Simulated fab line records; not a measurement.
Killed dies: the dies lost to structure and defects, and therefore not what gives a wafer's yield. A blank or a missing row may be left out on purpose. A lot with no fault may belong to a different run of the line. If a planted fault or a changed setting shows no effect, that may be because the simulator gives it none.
Which tool did it? || flow n5_finfet || 27 wafers from 9 lots sampled at 7 of the route's 1938 steps

== WHAT THE GAUGES SHOWED, per wafer ==
N5_BEOL_M3_CD_MEAS_11: target cd 17.05 nm. Usual: 17.14 nm for cd_nm, sd 0.21.
{"lot": "L215", "measured": "day 8 00:52", "on": "cd_sem-02", "cd_nm (nm)": "17.04 16.92 16.95", "flag": ""}
{"lot": "L222", "measured": "day 9 15:52", "on": "cd_sem-03", "cd_nm (nm)": "17.08 17.17 17.15", "flag": ""}
{"lot": "L223", "measured": "day 10 00:59", "on": "cd_sem-01", "cd_nm (nm)": "17.01 17.32 17.34", "flag": ""}
{"lot": "L225", "measured": "day 10 01:02", "on": "cd_sem-02", "cd_nm (nm)": "17.00 16.65 16.99", "flag": ""}
{"lot": "L229", "measured": "day 10 13:49", "on": "cd_sem-02", "cd_nm (nm)": "17.20 17.57 17.04", "flag": ""}
{"lot": "L228", "measured": "day 11 07:30", "on": "cd_sem-01", "cd_nm (nm)": "17.27 17.36 17.21", "flag": ""}
{"lot": "L232", "measured": "day 12 04:42", "on": "cd_sem-01", "cd_nm (nm)": "19.46 18.81 19.09", "flag": "OFF"}
{"lot": "L236", "measured": "day 12 12:08", "on": "cd_sem-01", "cd_nm (nm)": "16.78 16.99 17.24", "flag": ""}
{"lot": "L237", "measured": "day 13 00:09", "on": "cd_sem-03", "cd_nm (nm)": "18.18 18.31 18.53", "flag": "OFF"}

N5_BEOL_M3_CD_MEAS_18: pitch 36 nm, target cd 18 nm. Usual: 18.1 nm for cd_nm, sd 0.35.
{"lot": "L215", "measured": "day 8 01:31", "on": "cd_sem-03", "cd_nm (nm)": "17.6 18.2 18.2", "flag": ""}
{"lot": "L222", "measured": "day 9 16:54", "on": "cd_sem-01", "cd_nm (nm)": "18.4 17.9 18.1", "flag": ""}
{"lot": "L223", "measured": "day 10 02:36", "on": "cd_sem-03", "cd_nm (nm)": "17.6 17.6 18.0", "flag": ""}
{"lot": "L225", "measured": "day 10 02:33", "on": "cd_sem-02", "cd_nm (nm)": "18.3 17.9 18.1", "flag": ""}
{"lot": "L229", "measured": "day 10 14:47", "on": "cd_sem-01", "cd_nm (nm)": "17.1 17.5 18.1", "flag": ""}
{"lot": "L228", "measured": "day 11 08:04", "on": "cd_sem-01", "cd_nm (nm)": "18.4 18.2 18.1", "flag": ""}
{"lot": "L232", "measured": "day 12 05:20", "on": "cd_sem-03", "cd_nm (nm)": "19.5 19.7 20.2", "flag": "OFF"}
{"lot": "L236", "measured": "day 12 12:41", "on": "cd_sem-02", "cd_nm (nm)": "18.0 18.0 17.6", "flag": ""}
{"lot": "L237", "measured": "day 13 00:42", "on": "cd_sem-03", "cd_nm (nm)": "19.4 19.7 19.6", "flag": "OFF"}

N5_BEOL_M4_RC_MEAS_101. Usual: DIBL_N 36.4 mV/V, standard deviation 1.6; DIBL_P 36.2 mV/V, standard deviation 1.8; IOFF_N 0.159 nA/um, standard deviation 0.029; IOFF_P 0.21 nA/um, standard deviation 0.034; ION_N 670 uA/um, standard deviation 12; ION_P 459 uA/um, standard deviation 8.2; SS_N 71.5 mV/dec, standard deviation 0.59; SS_P 73.2 mV/dec, standard deviation 0.54; VT_N 250 mV, standard deviation 3.3; VT_P -250 mV, standard deviation 3.7.
{"lot": "L215", "measured": "day 8 20:48", "on": "prober-02", "DIBL_N (mV/V)": "35.8 36.6 36.6", "DIBL_P (mV/V)": "37.4 37.3 37.5", "IOFF_N (nA/um)": "0.150 0.153 0.164", "IOFF_P (nA/um)": "0.20 0.20 0.21", "ION_N (uA/um)": "673 659 671", "ION_P (uA/um)": "460 447 459", "SS_N (mV/dec)": "71.2 71.3 71.5", "SS_P (mV/dec)": "73.4 73.6 73.1", "VT_N (mV)": "248 251 251", "VT_P (mV)": "-251 -252 -254", "flag": ""}
{"lot": "L222", "measured": "day 11 03:57", "on": "prober-01", "DIBL_N (mV/V)": "35.2 35.8 37.1", "DIBL_P (mV/V)": "33.9 34.4 36.6", "IOFF_N (nA/um)": "0.121 0.130 0.148", "IOFF_P (nA/um)": "0.16 0.16 0.19", "ION_N (uA/um)": "656 657 664", "ION_P (uA/um)": "441 441 452", "SS_N (mV/dec)": "71.2 71.6 71.6", "SS_P (mV/dec)": "73.0 72.5 73.4", "VT_N (mV)": "254 257 252", "VT_P (mV)": "-259 -258 -256", "flag": ""}
{"lot": "L223", "measured": "day 11 16:36", "on": "prober-01", "DIBL_N (mV/V)": "35.4 34.2 36.1", "DIBL_P (mV/V)": "35.6 34.4 38.2", "IOFF_N (nA/um)": "0.146 0.130 0.167", "IOFF_P (nA/um)": "0.17 0.15 0.20", "ION_N (uA/um)": "671 657 672", "ION_P (uA/um)": "458 442 455", "SS_N (mV/dec)": "71.8 72.3 72.0", "SS_P (mV/dec)": "72.9 72.1 73.4", "VT_N (mV)": "250 255 249", "VT_P (mV)": "-255 -256 -251", "flag": ""}
{"lot": "L225", "measured": "day 11 11:47", "on": "prober-02", "DIBL_N (mV/V)": "37.8 37.7 35.8", "DIBL_P (mV/V)": "38.0 36.4 34.1", "IOFF_N (nA/um)": "0.182 0.181 0.142", "IOFF_P (nA/um)": "0.23 0.19 0.16", "ION_N (uA/um)": "673 684 659", "ION_P (uA/um)": "463 456 445", "SS_N (mV/dec)": "71.8 72.6 71.4", "SS_P (mV/dec)": "73.8 73.7 72.9", "VT_N (mV)": "250 249 253", "VT_P (mV)": "-252 -254 -255", "flag": ""}
{"lot": "L229", "measured": "day 11 18:23", "on": "prober-02", "DIBL_N (mV/V)": "35.5 35.2 36.1", "DIBL_P (mV/V)": "35.8 35.1 32.9", "IOFF_N (nA/um)": "0.130 0.126 0.127", "IOFF_P (nA/um)": "0.20 0.18 0.15", "ION_N (uA/um)": "656 668 643", "ION_P (uA/um)": "452 461 445", "SS_N (mV/dec)": "71.0 70.8 72.0", "SS_P (mV/dec)": "73.0 72.8 72.8", "VT_N (mV)": "253 254 256", "VT_P (mV)": "-251 -252 -255", "flag": ""}
{"lot": "L228", "measured": "day 12 14:15", "on": "prober-02", "DIBL_N (mV/V)": "39.6 37.1 38.9", "DIBL_P (mV/V)": "38.4 35.3 36.7", "IOFF_N (nA/um)": "0.228 0.165 0.199", "IOFF_P (nA/um)": "0.24 0.20 0.22", "ION_N (uA/um)": "701 671 681", "ION_P (uA/um)": "467 455 456", "SS_N (mV/dec)": "72.1 71.9 71.9", "SS_P (mV/dec)": "73.0 73.3 73.1", "VT_N (mV)": "246 248 248", "VT_P (mV)": "-248 -252 -251", "flag": ""}
{"lot": "L236", "measured": "day 13 23:15", "on": "prober-02", "DIBL_N (mV/V)": "35.5 38.6 36.9", "DIBL_P (mV/V)": "34.9 39.7 37.1", "IOFF_N (nA/um)": "0.113 0.190 0.152", "IOFF_P (nA/um)": "0.14 0.20 0.16", "ION_N (uA/um)": "649 673 675", "ION_P (uA/um)": "443 453 455", "SS_N (mV/dec)": "71.2 72.2 71.9", "SS_P (mV/dec)": "72.3 73.7 72.9", "VT_N (mV)": "257 250 251", "VT_P (mV)": "-262 -253 -258", "flag": ""}

== WHAT TOOL EACH LOT RAN ON (gives the tool, then ch and the chambers of the sampled wafers, and finally the start) ==
{"lot": "L215", "N5_BEOL_M2_CMP_52": "cmp-03 ch 0,1, day 7 21:09", "N5_BEOL_M3_ILD_DEP_00": "pecvd-01 ch 0,1, day 7 21:46", "N5_BEOL_M3_EXPOSE_08": "euv_scanner-02 ch 0, day 8 00:45", "N5_BEOL_M3_DESCUM_16": "rie_diel-04 ch 0,1,3, day 8 00:59"}
{"lot": "L222", "N5_BEOL_M2_CMP_52": "cmp-03 ch 0,2,3, day 9 12:55", "N5_BEOL_M3_ILD_DEP_00": "pecvd-04 ch 1,2, day 9 13:29", "N5_BEOL_M3_EXPOSE_08": "euv_scanner-02 ch 0, day 9 15:44", "N5_BEOL_M3_DESCUM_16": "rie_diel-04 ch 0,1,2, day 9 16:14"}
{"lot": "L223", "N5_BEOL_M2_CMP_52": "cmp-04 ch 1,2,3, day 9 22:05", "N5_BEOL_M3_ILD_DEP_00": "pecvd-02 ch 0,1, day 9 22:43", "N5_BEOL_M3_EXPOSE_08": "euv_scanner-01 ch 0, day 10 00:52", "N5_BEOL_M3_DESCUM_16": "rie_diel-02 ch 1,2,3, day 10 02:05"}
{"lot": "L225", "N5_BEOL_M2_CMP_52": "cmp-03 ch 0,2,3, day 9 22:30", "N5_BEOL_M3_ILD_DEP_00": "pecvd-02 ch 0,1, day 9 23:05", "N5_BEOL_M3_EXPOSE_08": "euv_scanner-01 ch 0, day 10 00:55", "N5_BEOL_M3_DESCUM_16": "rie_diel-04 ch 2,3, day 10 02:06"}
{"lot": "L229", "N5_BEOL_M2_CMP_52": "cmp-04 ch 0,2,3, day 10 12:22", "N5_BEOL_M3_ILD_DEP_00": "pecvd-02 ch 0,1, day 10 12:53", "N5_BEOL_M3_EXPOSE_08": "euv_scanner-01 ch 0, day 10 13:41", "N5_BEOL_M3_DESCUM_16": "rie_diel-04 ch 0,1,3, day 10 14:03"}
{"lot": "L228", "N5_BEOL_M2_CMP_52": "cmp-03 ch 0,1,3, day 11 06:22", "N5_BEOL_M3_ILD_DEP_00": "pecvd-01 ch 0,1,2, day 11 06:55", "N5_BEOL_M3_EXPOSE_08": "euv_scanner-01 ch 0, day 11 07:23", "N5_BEOL_M3_DESCUM_16": "rie_diel-04 ch 1,2, day 11 07:38"}
{"lot": "L232", "N5_BEOL_M2_CMP_52": "cmp-02 ch 1,2,3, day 12 01:56", "N5_BEOL_M3_ILD_DEP_00": "pecvd-01 ch 0,1,2, day 12 02:31", "N5_BEOL_M3_EXPOSE_08": "euv_scanner-01 ch 0, day 12 04:34", "N5_BEOL_M3_DESCUM_16": "rie_diel-04 ch 0,2,3, day 12 04:49"}
{"lot": "L236", "N5_BEOL_M2_CMP_52": "cmp-02 ch 0,1,3, day 12 08:26", "N5_BEOL_M3_ILD_DEP_00": "pecvd-04 ch 0,1,2, day 12 08:59", "N5_BEOL_M3_EXPOSE_08": "euv_scanner-02 ch 0, day 12 12:01", "N5_BEOL_M3_DESCUM_16": "rie_diel-02 ch 0,3, day 12 12:15"}
{"lot": "L237", "N5_BEOL_M2_CMP_52": "cmp-02 ch 0,1,3, day 12 20:49", "N5_BEOL_M3_ILD_DEP_00": "pecvd-04 ch 0,1, day 12 21:34", "N5_BEOL_M3_EXPOSE_08": "euv_scanner-01 ch 0, day 13 00:01", "N5_BEOL_M3_DESCUM_16": "rie_diel-04 ch 0,1,3, day 13 00:16"}
- N5_BEOL_M2_CMP_52: polishes, stops on SiOC, t overpolish 6.8 s, target thk 40 nm.
- N5_BEOL_M3_ILD_DEP_00: deposits SiOC from DEMS/O2, target thk 79 nm, time 15.3 s.
- N5_BEOL_M3_EXPOSE_08: exposes mask M3.
- N5_BEOL_M3_DESCUM_16: chemistry O2, time 7 s.

== AS READ BY THE TOOLS THEMSELVES (means over the sampled wafers that have a number; for cases with no such wafer, the mark the record gives instead) ==
N5_BEOL_M2_CMP_52. Usual: barrier_field_endpoint_s 24.4 s, standard deviation 0.68; motor_current_A 6.2 A, standard deviation 0.71; overpolish_run_s 6.799 s, standard deviation 0.0094; time_to_endpoint_s 61 s, standard deviation 3.4.
{"lot": "L215", "tool": "cmp-03", "barrier_field_endpoint_s (s)": 24.6, "motor_current_A (A)": 6.3, "overpolish_run_s (s)": 6.804, "time_to_endpoint_s (s)": 62, "flag": ""}
{"lot": "L222", "tool": "cmp-03", "barrier_field_endpoint_s (s)": 23.9, "motor_current_A (A)": 5.9, "overpolish_run_s (s)": 6.803, "time_to_endpoint_s (s)": 58, "flag": ""}
{"lot": "L223", "tool": "cmp-04", "barrier_field_endpoint_s (s)": 24.7, "motor_current_A (A)": 5.8, "overpolish_run_s (s)": 6.799, "time_to_endpoint_s (s)": 64, "flag": ""}
{"lot": "L225", "tool": "cmp-03", "barrier_field_endpoint_s (s)": 24.6, "motor_current_A (A)": 5.9, "overpolish_run_s (s)": 6.803, "time_to_endpoint_s (s)": 60, "flag": ""}
{"lot": "L229", "tool": "cmp-04", "barrier_field_endpoint_s (s)": 24.9, "motor_current_A (A)": 6.3, "overpolish_run_s (s)": 6.791, "time_to_endpoint_s (s)": 62, "flag": ""}
{"lot": "L228", "tool": "cmp-03", "barrier_field_endpoint_s (s)": 24.4, "motor_current_A (A)": 6.4, "overpolish_run_s (s)": 6.798, "time_to_endpoint_s (s)": 60, "flag": ""}
{"lot": "L232", "tool": "cmp-02", "barrier_field_endpoint_s (s)": 24.5, "motor_current_A (A)": 6.1, "overpolish_run_s (s)": 6.802, "time_to_endpoint_s (s)": 59, "flag": ""}
{"lot": "L236", "tool": "cmp-02", "barrier_field_endpoint_s (s)": 24.6, "motor_current_A (A)": 6.5, "overpolish_run_s (s)": 6.799, "time_to_endpoint_s (s)": 61, "flag": ""}
{"lot": "L237", "tool": "cmp-02", "barrier_field_endpoint_s (s)": 24.6, "motor_current_A (A)": 6.4, "overpolish_run_s (s)": 6.802, "time_to_endpoint_s (s)": 59, "flag": ""}

N5_BEOL_M3_ILD_DEP_00. Usual: heater_power_w 507 W, standard deviation 80; showerhead_plenum_p_Torr 5.698 Torr, standard deviation 0.012; throttle_valve_pct 12.2 %, standard deviation 0.93.
{"lot": "L215", "tool": "pecvd-01", "heater_power_w (W)": 588, "showerhead_plenum_p_Torr (Torr)": 5.701, "throttle_valve_pct (%)": 12.5, "flag": ""}
{"lot": "L222", "tool": "pecvd-04", "heater_power_w (W)": 499, "showerhead_plenum_p_Torr (Torr)": 5.673, "throttle_valve_pct (%)": 11.5, "flag": ""}
{"lot": "L223", "tool": "pecvd-02", "heater_power_w (W)": 474, "showerhead_plenum_p_Torr (Torr)": 5.695, "throttle_valve_pct (%)": 12.1, "flag": ""}
{"lot": "L225", "tool": "pecvd-02", "heater_power_w (W)": 481, "showerhead_plenum_p_Torr (Torr)": 5.691, "throttle_valve_pct (%)": 12.4, "flag": ""}
{"lot": "L229", "tool": "pecvd-02", "heater_power_w (W)": 516, "showerhead_plenum_p_Torr (Torr)": 5.711, "throttle_valve_pct (%)": 12.0, "flag": ""}
{"lot": "L228", "tool": "pecvd-01", "heater_power_w (W)": 559, "showerhead_plenum_p_Torr (Torr)": 5.696, "throttle_valve_pct (%)": 12.6, "flag": ""}
{"lot": "L232", "tool": "pecvd-01", "heater_power_w (W)": 565, "showerhead_plenum_p_Torr (Torr)": 5.702, "throttle_valve_pct (%)": 12.6, "flag": ""}
{"lot": "L236", "tool": "pecvd-04", "heater_power_w (W)": 512, "showerhead_plenum_p_Torr (Torr)": 5.690, "throttle_valve_pct (%)": 11.8, "flag": ""}
{"lot": "L237", "tool": "pecvd-04", "heater_power_w (W)": 555, "showerhead_plenum_p_Torr (Torr)": 5.693, "throttle_valve_pct (%)": 12.0, "flag": ""}

N5_BEOL_M3_EXPOSE_08. Usual: 32.94 for exposure_dose_mJ_cm2, sd 0.033.
{"lot": "L215", "tool": "euv_scanner-02", "exposure_dose_mJ_cm2": 32.92, "flag": ""}
{"lot": "L222", "tool": "euv_scanner-02", "exposure_dose_mJ_cm2": 32.93, "flag": ""}
{"lot": "L223", "tool": "euv_scanner-01", "exposure_dose_mJ_cm2": 33.01, "flag": ""}
{"lot": "L225", "tool": "euv_scanner-01", "exposure_dose_mJ_cm2": 32.95, "flag": ""}
{"lot": "L229", "tool": "euv_scanner-01", "exposure_dose_mJ_cm2": 32.93, "flag": ""}
{"lot": "L228", "tool": "euv_scanner-01", "exposure_dose_mJ_cm2": 32.96, "flag": ""}
{"lot": "L232", "tool": "euv_scanner-01", "exposure_dose_mJ_cm2": 35.80, "flag": "OFF"}
{"lot": "L236", "tool": "euv_scanner-02", "exposure_dose_mJ_cm2": 32.89, "flag": ""}
{"lot": "L237", "tool": "euv_scanner-01", "exposure_dose_mJ_cm2": 35.18, "flag": "OFF"}

N5_BEOL_M3_DESCUM_16. Usual: drypump_motor_current_A 5.6 A, standard deviation 0.52; oes_product_au 0.81 a.u., standard deviation 0.081; rf_vpp_V 243.5 V, standard deviation 1.5; showerhead_plenum_p_Torr 2.11 Torr, standard deviation 0.087; throttle_valve_pct 20.53 %, standard deviation 0.21.
{"lot": "L215", "tool": "rie_diel-04", "drypump_motor_current_A (A)": 5.4, "oes_product_au (a.u.)": 0.83, "rf_vpp_V (V)": 243.7, "showerhead_plenum_p_Torr (Torr)": 2.11, "throttle_valve_pct (%)": 20.49, "flag": ""}
{"lot": "L222", "tool": "rie_diel-04", "drypump_motor_current_A (A)": 5.3, "oes_product_au (a.u.)": 0.81, "rf_vpp_V (V)": 245.2, "showerhead_plenum_p_Torr (Torr)": 2.16, "throttle_valve_pct (%)": 20.41, "flag": ""}
{"lot": "L223", "tool": "rie_diel-02", "drypump_motor_current_A (A)": 5.6, "oes_product_au (a.u.)": 0.89, "rf_vpp_V (V)": 242.8, "showerhead_plenum_p_Torr (Torr)": 2.10, "throttle_valve_pct (%)": 20.40, "flag": ""}
{"lot": "L225", "tool": "rie_diel-04", "drypump_motor_current_A (A)": 6.2, "oes_product_au (a.u.)": 0.80, "rf_vpp_V (V)": 243.0, "showerhead_plenum_p_Torr (Torr)": 2.09, "throttle_valve_pct (%)": 20.76, "flag": ""}
{"lot": "L229", "tool": "rie_diel-04", "drypump_motor_current_A (A)": 5.4, "oes_product_au (a.u.)": 0.79, "rf_vpp_V (V)": 243.1, "showerhead_plenum_p_Torr (Torr)": 2.10, "throttle_valve_pct (%)": 20.52, "flag": ""}
{"lot": "L228", "tool": "rie_diel-04", "drypump_motor_current_A (A)": 5.8, "oes_product_au (a.u.)": 0.78, "rf_vpp_V (V)": 244.1, "showerhead_plenum_p_Torr (Torr)": 2.14, "throttle_valve_pct (%)": 20.52, "flag": ""}
{"lot": "L232", "tool": "rie_diel-04", "drypump_motor_current_A (A)": 5.7, "oes_product_au (a.u.)": 0.82, "rf_vpp_V (V)": 243.9, "showerhead_plenum_p_Torr (Torr)": 2.15, "throttle_valve_pct (%)": 20.58, "flag": ""}
{"lot": "L236", "tool": "rie_diel-02", "drypump_motor_current_A (A)": 5.7, "oes_product_au (a.u.)": 0.76, "rf_vpp_V (V)": 242.6, "showerhead_plenum_p_Torr (Torr)": 2.07, "throttle_valve_pct (%)": 20.67, "flag": ""}
{"lot": "L237", "tool": "rie_diel-04", "drypump_motor_current_A (A)": 5.4, "oes_product_au (a.u.)": 0.88, "rf_vpp_V (V)": 243.8, "showerhead_plenum_p_Torr (Torr)": 2.09, "throttle_valve_pct (%)": 20.45, "flag": ""}

== THE ANSWER, worked out from the rows above alone ==
Rule: a lot is off if the mean of its wafers that have a number lies more than 3 standard deviations from the usual mean. A lot without any number at a reading at which 4 lots or more have one is off too. Any other lot the step has rows for is counted as sound. First the gauges in route order, then the tools' own readings, where a lot's mean is used as printed above. At the first step where some lot is off, the reading lying furthest off is the one used; lots without a number count as furthest.
Off: L232, L237, at N5_BEOL_M3_CD_MEAS_11 (cd_nm).
A tool fits if, at a process step before that reading, it ran every lot that is off, and no sound lot after the first of them. Not tried: the gauges at N5_BEOL_M3_CD_MEAS_11; whatever is off there is also off at N5_BEOL_M3_EXPOSE_08, on other tools, and gauge error can't account for it. One fits: N5_BEOL_M3_EXPOSE_08 on euv_scanner-01. Its last sound lot is L228 (day 11 07:23), its first lot that is off L232 (day 12 04:34): a fault that began between those two fits.
The tool's own readings at N5_BEOL_M3_EXPOSE_08 bear it out: on the lots that are off they differ by more than 5 times the standard deviation of the sound lots' means. exposure_dose_mJ_cm2 reads 35.49 there against 32.94 on the sound lots.

== WHAT THE SIMULATOR PUT IN ==
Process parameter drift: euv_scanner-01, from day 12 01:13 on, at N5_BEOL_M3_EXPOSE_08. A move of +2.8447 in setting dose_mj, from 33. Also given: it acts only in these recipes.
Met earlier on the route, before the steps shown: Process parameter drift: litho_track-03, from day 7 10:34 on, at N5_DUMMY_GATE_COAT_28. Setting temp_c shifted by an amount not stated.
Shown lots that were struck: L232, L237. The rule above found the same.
